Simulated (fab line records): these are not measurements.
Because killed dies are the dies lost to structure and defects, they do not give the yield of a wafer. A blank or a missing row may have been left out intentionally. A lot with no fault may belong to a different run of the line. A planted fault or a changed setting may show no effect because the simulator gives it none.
The tool behind it: which one? || flow nand_harc || 14 lots with 41 wafers sampled at 4 steps, on a route of 1159 steps

== WHAT EACH GAUGE READ, for each wafer ==
No reading from a measuring or inspecting step in the record can be judged against a usual standard deviation.

== WHAT TOOL EACH LOT RAN ON (gives the tool, then ch and the chambers of the sampled wafers, and finally the start) ==
{"lot": "L907", "NHARC_A_BONDPAD_ETCH_34": "rie_diel-04 ch 0,2, day 18 01:52", "NHARC_A_BONDPAD_ETCH_12": "rie_diel-04 ch 0,3, day 18 17:09 or earlier", "NHARC_THIN_TSV_DEP_43": "pecvd-02 ch 0,1,2, day 18 17:09", "NHARC_THIN_TSV_ETCHBACK_48": "rie_diel-10 ch 0,1, day 18 20:13"}
{"lot": "L911", "NHARC_A_BONDPAD_ETCH_34": "rie_diel-07 ch 0,1, day 18 07:26", "NHARC_A_BONDPAD_ETCH_12": "rie_diel-07 ch 2,3, day 18 22:02 or earlier", "NHARC_THIN_TSV_DEP_43": "pecvd-03 ch 0,1,2, day 18 22:02", "NHARC_THIN_TSV_ETCHBACK_48": "rie_diel-10 ch 0,1, day 19 01:09"}
{"lot": "L912", "NHARC_A_BONDPAD_ETCH_34": "rie_diel-04 ch 1,2, day 18 16:16", "NHARC_A_BONDPAD_ETCH_12": "rie_diel-04 ch 1,2,3, day 19 09:21 or earlier", "NHARC_THIN_TSV_DEP_43": "pecvd-03 ch 0,1,2, day 19 09:21", "NHARC_THIN_TSV_ETCHBACK_48": "rie_diel-06 ch 0,2,3, day 19 12:28"}
{"lot": "L915", "NHARC_A_BONDPAD_ETCH_34": "rie_diel-04 ch 0,2, day 19 20:23", "NHARC_A_BONDPAD_ETCH_12": "rie_diel-04 ch 0,3, day 20 10:16 or earlier", "NHARC_THIN_TSV_DEP_43": "pecvd-03 ch 1,2, day 20 10:16", "NHARC_THIN_TSV_ETCHBACK_48": "rie_diel-06 ch 1,3, day 20 13:25"}
{"lot": "L920", "NHARC_A_BONDPAD_ETCH_34": "rie_diel-04 ch 0,1,2, day 21 06:34", "NHARC_A_BONDPAD_ETCH_12": "rie_diel-04 ch 0,1,2, day 21 22:49 or earlier", "NHARC_THIN_TSV_DEP_43": "pecvd-04 ch 1,2, day 21 22:49", "NHARC_THIN_TSV_ETCHBACK_48": "rie_diel-09 ch 0,2,3, day 22 01:43"}
{"lot": "L922", "NHARC_A_BONDPAD_ETCH_34": "rie_diel-04 ch 0,1,2, day 21 23:19", "NHARC_A_BONDPAD_ETCH_12": "rie_diel-04 ch 2,3, day 22 18:47 or earlier", "NHARC_THIN_TSV_DEP_43": "pecvd-04 ch 0,1,2, day 22 18:47", "NHARC_THIN_TSV_ETCHBACK_48": "rie_diel-10 ch 0,2, day 22 21:46"}
{"lot": "L923", "NHARC_A_BONDPAD_ETCH_34": "rie_diel-04 ch 1,2, day 22 03:03", "NHARC_A_BONDPAD_ETCH_12": "rie_diel-04 ch 0,1,3, day 22 19:45 or earlier", "NHARC_THIN_TSV_DEP_43": "pecvd-04 ch 0,1, day 22 19:45", "NHARC_THIN_TSV_ETCHBACK_48": "rie_diel-06 ch 1,3, day 22 22:42"}
{"lot": "L925", "NHARC_A_BONDPAD_ETCH_34": "rie_diel-07 ch 0,1, day 22 16:56", "NHARC_A_BONDPAD_ETCH_12": "rie_diel-07 ch 0,1,3, day 23 10:28 or earlier", "NHARC_THIN_TSV_DEP_43": "pecvd-03 ch 0,1, day 23 10:28", "NHARC_THIN_TSV_ETCHBACK_48": "rie_diel-10 ch 0,1,3, day 23 13:42"}
{"lot": "L928", "NHARC_A_BONDPAD_ETCH_34": "rie_diel-04 ch 0,1,3, day 22 17:19", "NHARC_A_BONDPAD_ETCH_12": "rie_diel-04 ch 0,3, day 23 09:10 or earlier", "NHARC_THIN_TSV_DEP_43": "pecvd-02 ch 0,1, day 23 09:10", "NHARC_THIN_TSV_ETCHBACK_48": "rie_diel-10 ch 1,2,3, day 23 12:13"}
{"lot": "L924", "NHARC_A_BONDPAD_ETCH_34": "rie_diel-04 ch 0,1,2, day 22 18:06", "NHARC_A_BONDPAD_ETCH_12": "rie_diel-04 ch 0,1, day 23 11:40 or earlier", "NHARC_THIN_TSV_DEP_43": "pecvd-02 ch 1,2, day 23 11:40", "NHARC_THIN_TSV_ETCHBACK_48": "rie_diel-09 ch 0,3, day 23 14:45"}
{"lot": "L927", "NHARC_A_BONDPAD_ETCH_34": "rie_diel-04 ch 0,1,3, day 22 20:24", "NHARC_A_BONDPAD_ETCH_12": "rie_diel-04 ch 0,2,3, day 23 13:28 or earlier", "NHARC_THIN_TSV_DEP_43": "pecvd-02 ch 0,1,2, day 23 13:28", "NHARC_THIN_TSV_ETCHBACK_48": "rie_diel-10 ch 0,1,2, day 23 16:33"}
{"lot": "L926", "NHARC_A_BONDPAD_ETCH_34": "rie_diel-04 ch 0,3, day 23 00:21", "NHARC_A_BONDPAD_ETCH_12": "rie_diel-04 ch 0,1, day 23 14:44 or earlier", "NHARC_THIN_TSV_DEP_43": "pecvd-03 ch 0,1,2, day 23 14:44", "NHARC_THIN_TSV_ETCHBACK_48": "rie_diel-06 ch 2,3, day 23 18:22"}
{"lot": "L929", "NHARC_A_BONDPAD_ETCH_34": "rie_diel-04 ch 1,2, day 23 10:00", "NHARC_A_BONDPAD_ETCH_12": "rie_diel-04 ch 2,3, day 24 01:08 or earlier", "NHARC_THIN_TSV_DEP_43": "pecvd-02 ch 0,1,2, day 24 01:08", "NHARC_THIN_TSV_ETCHBACK_48": "rie_diel-10 ch 0,1, day 24 04:12"}
{"lot": "L930", "NHARC_A_BONDPAD_ETCH_34": "rie_diel-07 ch 2,3, day 23 20:12", "NHARC_A_BONDPAD_ETCH_12": "rie_diel-07 ch 0,1,2, day 24 11:29 or earlier", "NHARC_THIN_TSV_DEP_43": "pecvd-03 ch 0,1,2, day 24 11:29", "NHARC_THIN_TSV_ETCHBACK_48": "rie_diel-10 ch 0,2,3, day 24 14:26"}
- NHARC_A_BONDPAD_ETCH_34: etches the open film in N2/H2, target depth 60 nm, overetch 18 nm, time 65.91 s.
- NHARC_A_BONDPAD_ETCH_12: etches the open film in CHF3/O2, target depth 220 nm, time 110 s.
- NHARC_THIN_TSV_DEP_43: deposits SiO2, target thk 1328.5 nm.
- NHARC_THIN_TSV_ETCHBACK_48: etches the open film in C4F8/Ar, target depth 1028.5 nm, time 405.17 s.

== AS READ BY THE TOOLS THEMSELVES (means over the sampled wafers that have a number; for cases with no such wafer, the mark the record gives instead) ==
NHARC_A_BONDPAD_ETCH_34.
{"lot": "L907", "tool": "rie_diel-04", "drypump_motor_current_A (A)": 5.7, "oes_product_au (a.u.)": 0.994, "rf_fwd_power_W (W)": 398.6, "rf_vpp_V (V)": 427, "showerhead_plenum_p_Torr (Torr)": 1.91, "throttle_valve_pct (%)": 14.171}
{"lot": "L911", "tool": "rie_diel-07", "drypump_motor_current_A (A)": 6.1, "oes_product_au (a.u.)": 1.006, "rf_fwd_power_W (W)": 397.9, "rf_vpp_V (V)": 431, "showerhead_plenum_p_Torr (Torr)": 2.05, "throttle_valve_pct (%)": 14.167}
{"lot": "L912", "tool": "rie_diel-04", "drypump_motor_current_A (A)": 5.8, "oes_product_au (a.u.)": 0.997, "rf_fwd_power_W (W)": 398.0, "rf_vpp_V (V)": 429, "showerhead_plenum_p_Torr (Torr)": 2.02, "throttle_valve_pct (%)": 14.175}
{"lot": "L915", "tool": "rie_diel-04", "drypump_motor_current_A (A)": 5.6, "oes_product_au (a.u.)": 0.997, "rf_fwd_power_W (W)": 397.1, "rf_vpp_V (V)": 426, "showerhead_plenum_p_Torr (Torr)": 1.90, "throttle_valve_pct (%)": 14.179}
{"lot": "L920", "tool": "rie_diel-04", "drypump_motor_current_A (A)": 5.6, "oes_product_au (a.u.)": 0.998, "rf_fwd_power_W (W)": 397.0, "rf_vpp_V (V)": 429, "showerhead_plenum_p_Torr (Torr)": 1.96, "throttle_valve_pct (%)": 14.172}
{"lot": "L922", "tool": "rie_diel-04", "drypump_motor_current_A (A)": 5.6, "oes_product_au (a.u.)": 0.985, "rf_fwd_power_W (W)": 398.1, "rf_vpp_V (V)": 427, "showerhead_plenum_p_Torr (Torr)": 1.96, "throttle_valve_pct (%)": 14.175}
{"lot": "L923", "tool": "rie_diel-04", "drypump_motor_current_A (A)": 5.9, "oes_product_au (a.u.)": 0.989, "rf_fwd_power_W (W)": 398.6, "rf_vpp_V (V)": 427, "showerhead_plenum_p_Torr (Torr)": 1.96, "throttle_valve_pct (%)": 14.175}
{"lot": "L925", "tool": "rie_diel-07", "drypump_motor_current_A (A)": 6.1, "oes_product_au (a.u.)": 0.995, "rf_fwd_power_W (W)": 396.7, "rf_vpp_V (V)": 431, "showerhead_plenum_p_Torr (Torr)": 2.06, "throttle_valve_pct (%)": 14.167}
{"lot": "L928", "tool": "rie_diel-04", "drypump_motor_current_A (A)": 5.7, "oes_product_au (a.u.)": 0.988, "rf_fwd_power_W (W)": 398.2, "rf_vpp_V (V)": 431, "showerhead_plenum_p_Torr (Torr)": 2.05, "throttle_valve_pct (%)": 14.166}
{"lot": "L924", "tool": "rie_diel-04", "drypump_motor_current_A (A)": 5.6, "oes_product_au (a.u.)": 0.993, "rf_fwd_power_W (W)": 399.3, "rf_vpp_V (V)": 428, "showerhead_plenum_p_Torr (Torr)": 1.96, "throttle_valve_pct (%)": 14.178}
{"lot": "L927", "tool": "rie_diel-04", "drypump_motor_current_A (A)": 5.7, "oes_product_au (a.u.)": 0.980, "rf_fwd_power_W (W)": 398.1, "rf_vpp_V (V)": 431, "showerhead_plenum_p_Torr (Torr)": 2.05, "throttle_valve_pct (%)": 14.184}
{"lot": "L926", "tool": "rie_diel-04", "drypump_motor_current_A (A)": 5.6, "oes_product_au (a.u.)": 0.979, "rf_fwd_power_W (W)": 397.3, "rf_vpp_V (V)": 429, "showerhead_plenum_p_Torr (Torr)": 2.00, "throttle_valve_pct (%)": 14.192}
{"lot": "L929", "tool": "rie_diel-04", "drypump_motor_current_A (A)": 5.8, "oes_product_au (a.u.)": 0.987, "rf_fwd_power_W (W)": 397.0, "rf_vpp_V (V)": 430, "showerhead_plenum_p_Torr (Torr)": 2.02, "throttle_valve_pct (%)": 14.170}
{"lot": "L930", "tool": "rie_diel-07", "drypump_motor_current_A (A)": 5.6, "oes_product_au (a.u.)": 1.004, "rf_fwd_power_W (W)": 396.8, "rf_vpp_V (V)": 434, "showerhead_plenum_p_Torr (Torr)": 2.15, "throttle_valve_pct (%)": 14.176}

NHARC_A_BONDPAD_ETCH_12.
{"lot": "L907", "tool": "rie_diel-04", "drypump_motor_current_A (A)": 5.9, "oes_product_au (a.u.)": 0.915, "rf_fwd_power_W (W)": 496.7, "rf_vpp_V (V)": 371.0, "showerhead_plenum_p_Torr (Torr)": 2.46, "throttle_valve_pct (%)": 20.570}
{"lot": "L911", "tool": "rie_diel-07", "drypump_motor_current_A (A)": 6.2, "oes_product_au (a.u.)": 0.958, "rf_fwd_power_W (W)": 497.1, "rf_vpp_V (V)": 372.7, "showerhead_plenum_p_Torr (Torr)": 2.52, "throttle_valve_pct (%)": 20.576}
{"lot": "L912", "tool": "rie_diel-04", "drypump_motor_current_A (A)": 6.0, "oes_product_au (a.u.)": 0.920, "rf_fwd_power_W (W)": 497.8, "rf_vpp_V (V)": 371.4, "showerhead_plenum_p_Torr (Torr)": 2.42, "throttle_valve_pct (%)": 20.574}
{"lot": "L915", "tool": "rie_diel-04", "drypump_motor_current_A (A)": 5.8, "oes_product_au (a.u.)": 0.911, "rf_fwd_power_W (W)": 498.9, "rf_vpp_V (V)": 370.2, "showerhead_plenum_p_Torr (Torr)": 2.41, "throttle_valve_pct (%)": 20.579}
{"lot": "L920", "tool": "rie_diel-04", "drypump_motor_current_A (A)": 5.6, "oes_product_au (a.u.)": 0.953, "rf_fwd_power_W (W)": 498.1, "rf_vpp_V (V)": 367.6, "showerhead_plenum_p_Torr (Torr)": 2.32, "throttle_valve_pct (%)": 20.572}
{"lot": "L922", "tool": "rie_diel-04", "drypump_motor_current_A (A)": 6.2, "oes_product_au (a.u.)": 0.947, "rf_fwd_power_W (W)": 495.7, "rf_vpp_V (V)": 371.8, "showerhead_plenum_p_Torr (Torr)": 2.46, "throttle_valve_pct (%)": 20.583}
{"lot": "L923", "tool": "rie_diel-04", "drypump_motor_current_A (A)": 5.7, "oes_product_au (a.u.)": 0.957, "rf_fwd_power_W (W)": 499.8, "rf_vpp_V (V)": 370.6, "showerhead_plenum_p_Torr (Torr)": 2.42, "throttle_valve_pct (%)": 20.568}
{"lot": "L925", "tool": "rie_diel-07", "drypump_motor_current_A (A)": 5.7, "oes_product_au (a.u.)": 0.919, "rf_fwd_power_W (W)": 497.5, "rf_vpp_V (V)": 372.2, "showerhead_plenum_p_Torr (Torr)": 2.46, "throttle_valve_pct (%)": 20.582}
{"lot": "L928", "tool": "rie_diel-04", "drypump_motor_current_A (A)": 5.6, "oes_product_au (a.u.)": 0.957, "rf_fwd_power_W (W)": 498.3, "rf_vpp_V (V)": 369.6, "showerhead_plenum_p_Torr (Torr)": 2.36, "throttle_valve_pct (%)": 20.575}
{"lot": "L924", "tool": "rie_diel-04", "drypump_motor_current_A (A)": 5.4, "oes_product_au (a.u.)": 0.967, "rf_fwd_power_W (W)": 497.2, "rf_vpp_V (V)": 368.7, "showerhead_plenum_p_Torr (Torr)": 2.31, "throttle_valve_pct (%)": 20.564}
{"lot": "L927", "tool": "rie_diel-04", "drypump_motor_current_A (A)": 5.8, "oes_product_au (a.u.)": 0.918, "rf_fwd_power_W (W)": 498.6, "rf_vpp_V (V)": 368.2, "showerhead_plenum_p_Torr (Torr)": 2.36, "throttle_valve_pct (%)": 20.582}
{"lot": "L926", "tool": "rie_diel-04", "drypump_motor_current_A (A)": 5.5, "oes_product_au (a.u.)": 0.953, "rf_fwd_power_W (W)": 498.4, "rf_vpp_V (V)": 370.9, "showerhead_plenum_p_Torr (Torr)": 2.38, "throttle_valve_pct (%)": 20.565}
{"lot": "L929", "tool": "rie_diel-04", "drypump_motor_current_A (A)": 6.0, "oes_product_au (a.u.)": 0.949, "rf_fwd_power_W (W)": 497.0, "rf_vpp_V (V)": 370.7, "showerhead_plenum_p_Torr (Torr)": 2.36, "throttle_valve_pct (%)": 20.570}
{"lot": "L930", "tool": "rie_diel-07", "drypump_motor_current_A (A)": 6.3, "oes_product_au (a.u.)": 0.938, "rf_fwd_power_W (W)": 497.5, "rf_vpp_V (V)": 371.2, "showerhead_plenum_p_Torr (Torr)": 2.44, "throttle_valve_pct (%)": 20.575}

NHARC_THIN_TSV_DEP_43.
{"lot": "L907", "tool": "pecvd-02", "flow_sccm (sccm)": 2640, "rf_fwd_power_W (W)": 898.5, "throttle_valve_pct (%)": 16.0}
{"lot": "L911", "tool": "pecvd-03", "flow_sccm (sccm)": 2655, "rf_fwd_power_W (W)": 899.1, "throttle_valve_pct (%)": 16.3}
{"lot": "L912", "tool": "pecvd-03", "flow_sccm (sccm)": 2652, "rf_fwd_power_W (W)": 896.2, "throttle_valve_pct (%)": 16.2}
{"lot": "L915", "tool": "pecvd-03", "flow_sccm (sccm)": 2660, "rf_fwd_power_W (W)": 897.1, "throttle_valve_pct (%)": 16.1}
{"lot": "L920", "tool": "pecvd-04", "flow_sccm (sccm)": 2652, "rf_fwd_power_W (W)": 897.7, "throttle_valve_pct (%)": 15.5}
{"lot": "L922", "tool": "pecvd-04", "flow_sccm (sccm)": 2654, "rf_fwd_power_W (W)": 899.1, "throttle_valve_pct (%)": 15.5}
{"lot": "L923", "tool": "pecvd-04", "flow_sccm (sccm)": 2652, "rf_fwd_power_W (W)": 898.6, "throttle_valve_pct (%)": 15.3}
{"lot": "L925", "tool": "pecvd-03", "flow_sccm (sccm)": 2645, "rf_fwd_power_W (W)": 899.0, "throttle_valve_pct (%)": 16.4}
{"lot": "L928", "tool": "pecvd-02", "flow_sccm (sccm)": 2645, "rf_fwd_power_W (W)": 895.0, "throttle_valve_pct (%)": 15.6}
{"lot": "L924", "tool": "pecvd-02", "flow_sccm (sccm)": 2656, "rf_fwd_power_W (W)": 896.9, "throttle_valve_pct (%)": 15.9}
{"lot": "L927", "tool": "pecvd-02", "flow_sccm (sccm)": 2657, "rf_fwd_power_W (W)": 897.6, "throttle_valve_pct (%)": 16.0}
{"lot": "L926", "tool": "pecvd-03", "flow_sccm (sccm)": 2653, "rf_fwd_power_W (W)": 895.7, "throttle_valve_pct (%)": 16.1}
{"lot": "L929", "tool": "pecvd-02", "flow_sccm (sccm)": 2645, "rf_fwd_power_W (W)": 899.1, "throttle_valve_pct (%)": 16.0}
{"lot": "L930", "tool": "pecvd-03", "flow_sccm (sccm)": 2645, "rf_fwd_power_W (W)": 901.4, "throttle_valve_pct (%)": 16.0}

NHARC_THIN_TSV_ETCHBACK_48.
{"lot": "L907", "tool": "rie_diel-10", "oes_product_au (a.u.)": 0.97, "rf_fwd_power_W (W)": 596.4, "rf_vpp_V (V)": 545, "run_length_s (s)": 426.8}
{"lot": "L911", "tool": "rie_diel-10", "oes_product_au (a.u.)": 0.94, "rf_fwd_power_W (W)": 598.8, "rf_vpp_V (V)": 545, "run_length_s (s)": 426.7}
{"lot": "L912", "tool": "rie_diel-06", "oes_product_au (a.u.)": 0.99, "rf_fwd_power_W (W)": 599.2, "rf_vpp_V (V)": 547, "run_length_s (s)": 396.3}
{"lot": "L915", "tool": "rie_diel-06", "oes_product_au (a.u.)": 1.00, "rf_fwd_power_W (W)": 597.1, "rf_vpp_V (V)": 544, "run_length_s (s)": 381.6}
{"lot": "L920", "tool": "rie_diel-09", "oes_product_au (a.u.)": 0.92, "rf_fwd_power_W (W)": 602.3, "rf_vpp_V (V)": 549, "run_length_s (s)": 426.5}
{"lot": "L922", "tool": "rie_diel-10", "oes_product_au (a.u.)": 0.93, "rf_fwd_power_W (W)": 599.2, "rf_vpp_V (V)": 544, "run_length_s (s)": 426.7}
{"lot": "L923", "tool": "rie_diel-06", "oes_product_au (a.u.)": 0.92, "rf_fwd_power_W (W)": 597.5, "rf_vpp_V (V)": 546, "run_length_s (s)": 426.9}
{"lot": "L925", "tool": "rie_diel-10", "oes_product_au (a.u.)": 1.01, "rf_fwd_power_W (W)": 598.4, "rf_vpp_V (V)": 547, "run_length_s (s)": 426.5}
{"lot": "L928", "tool": "rie_diel-10", "oes_product_au (a.u.)": 1.00, "rf_fwd_power_W (W)": 600.9, "rf_vpp_V (V)": 548, "run_length_s (s)": 426.6}
{"lot": "L924", "tool": "rie_diel-09", "oes_product_au (a.u.)": 0.93, "rf_fwd_power_W (W)": 598.9, "rf_vpp_V (V)": 546, "run_length_s (s)": 426.5}
{"lot": "L927", "tool": "rie_diel-10", "oes_product_au (a.u.)": 1.00, "rf_fwd_power_W (W)": 600.4, "rf_vpp_V (V)": 546, "run_length_s (s)": 426.5}
{"lot": "L926", "tool": "rie_diel-06", "oes_product_au (a.u.)": 0.92, "rf_fwd_power_W (W)": 597.6, "rf_vpp_V (V)": 551, "run_length_s (s)": 426.4}
{"lot": "L929", "tool": "rie_diel-10", "oes_product_au (a.u.)": 0.98, "rf_fwd_power_W (W)": 597.9, "rf_vpp_V (V)": 543, "run_length_s (s)": 427.0}
{"lot": "L930", "tool": "rie_diel-10", "oes_product_au (a.u.)": 0.93, "rf_fwd_power_W (W)": 598.3, "rf_vpp_V (V)": 547, "run_length_s (s)": 426.5}

== THE ANSWER, worked out from the rows above alone ==
Rule: the lots themselves supply what counts as usual. Put in order of their means at a reading, lots are off if they are a third of the lots or fewer, leave a main group of 4 or more, and stand apart from it by a gap of 3 or more times the standard deviation of the main group's means; of several such gaps the widest counts. Not used: any main group whose means are identical at the precision the tables above print for the reading. Also off: a lot with no number at a reading for which 4 or more lots have one. All remaining lots with rows at the step are treated as sound. First the gauges in route order, then the tools' own readings, where a lot's mean is used as printed above. The first step at which some lot is off is used, and at that step the reading that is off furthest; a lot without a number counts as furthest.
Off at NHARC_THIN_TSV_ETCHBACK_48 (run_length_s): L912, L915. Main group: mean 426.6 s, sd 0.18.
If a tool, at that step or one of the process steps before it, ran each lot that is off and ran no sound lot following the first of them, it fits. NHARC_A_BONDPAD_ETCH_12 gives no start for some lots, so the hours and the order of its lots are those of NHARC_THIN_TSV_DEP_43. None of those tried fits.

== WHAT WAS PUT IN BY THE SIMULATOR ==
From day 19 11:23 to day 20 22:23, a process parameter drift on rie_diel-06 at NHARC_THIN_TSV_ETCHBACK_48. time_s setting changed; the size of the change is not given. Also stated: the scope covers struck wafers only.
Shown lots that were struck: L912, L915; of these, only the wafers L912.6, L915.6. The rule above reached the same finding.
